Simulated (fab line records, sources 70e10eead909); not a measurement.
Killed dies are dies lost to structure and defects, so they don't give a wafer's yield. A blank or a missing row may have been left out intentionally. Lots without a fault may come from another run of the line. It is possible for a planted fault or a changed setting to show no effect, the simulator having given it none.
Matching of chambers -- flow nand harc -- rie diel-06 running NHARC_THIN_TSV_DESCUM_35: 4 sister chambers
The step chemistry O2, time 3 s. 4 wafers are shown with their chamber, then 7 later ones without.

WAFERS, EACH WITH ITS CHAMBER
wafer,chamber,showerhead plenum p Torr (Torr)
L622.2,0,2.01
L637.5,1,1.90
L639.2,2,1.85
L639.4,3,1.81

WAFERS WITH NO CHAMBER GIVEN
wafer,showerhead plenum p Torr (Torr)
L639.6,2.00
L640.2,1.90
L640.3,1.85
L640.5,1.90
L641.1,1.90
L641.2,1.85
L641.3,2.00

THE CHAMBER EACH PASSED THROUGH
wafer,from the rows above,in truth
L639.6,0,0
L640.2,1,1
L640.3,2,2
L640.5,1,1
L641.1,1,1
L641.2,2,2
L641.3,0,0
7 of 7 placed correctly. Can't be placed from these rows: 0. 0 placed wrongly.
How it was worked out, from the rows above alone: a wafer's distance from a chamber is the root of the sum, over the readings, of the square of ((its reading less the chamber's mean) divided by the reading's scatter). The wafer belongs to the nearest chamber; if the next one is less than 2 further off, it can't be placed. Each chamber's mean is taken over the wafers shown for it. The scatter (one wafer shown for each chamber): square how far every hidden wafer sits from the nearest shown wafer, average those squares and take the square root.
